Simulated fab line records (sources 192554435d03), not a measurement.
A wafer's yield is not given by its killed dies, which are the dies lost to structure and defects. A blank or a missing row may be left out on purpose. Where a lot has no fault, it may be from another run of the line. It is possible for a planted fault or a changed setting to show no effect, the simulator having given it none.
Chamber matching :: flow n5-finfet :: 4 sister chambers for N5_FIN_CUT_ETCH_30 on rie-diel-03
The step etches underlayer in N2/H2, target depth 13 nm, time 10.4 s. 4 wafers are shown with their chamber, then 7 later ones without.

WAFERS WITH THEIR CHAMBER
wafer: L087.4
chamber: 3
drypump-motor-current-A (A): 5.7

wafer: L089.1
chamber: 1
drypump-motor-current-A (A): 6.4

wafer: L090.2
chamber: 2
drypump-motor-current-A (A): 5.0

wafer: L090.4
chamber: 0
drypump-motor-current-A (A): 6.0

WAFERS WHOSE CHAMBER IS MISSING
wafer: L090.5
drypump-motor-current-A (A): 6.0

wafer: L091.2
drypump-motor-current-A (A): 5.0

wafer: L091.5
drypump-motor-current-A (A): 6.3

wafer: L091.6
drypump-motor-current-A (A): 6.1

wafer: L095.1
drypump-motor-current-A (A): 6.3

wafer: L095.3
drypump-motor-current-A (A): 6.1

wafer: L095.4
drypump-motor-current-A (A): 6.3

EACH ONE'S CHAMBER
wafer: L090.5
from the rows above: 0
in truth: 0

wafer: L091.2
from the rows above: 2
in truth: 2

wafer: L091.5
from the rows above: 1
in truth: 1

wafer: L091.6
from the rows above: 0
in truth: 0

wafer: L095.1
from the rows above: 1
in truth: 1

wafer: L095.3
from the rows above: 0
in truth: 0

wafer: L095.4
from the rows above: 1
in truth: 1
7 of 7 placed correctly. Not placeable from these rows: 0. Wrongly placed: 0.
How it was worked out, from the rows above alone: a wafer's distance from a chamber is the root of the sum, over the readings, of the square of ((its reading less the chamber's mean) divided by the reading's scatter). If the next closest chamber is less than 2 further off than the closest, the wafer can't be placed; otherwise it belongs to the closest. Each chamber's mean is taken over the wafers shown for it. The scatter (one wafer shown for each chamber): square how far every hidden wafer sits from the nearest shown wafer, average those squares and take the square root.
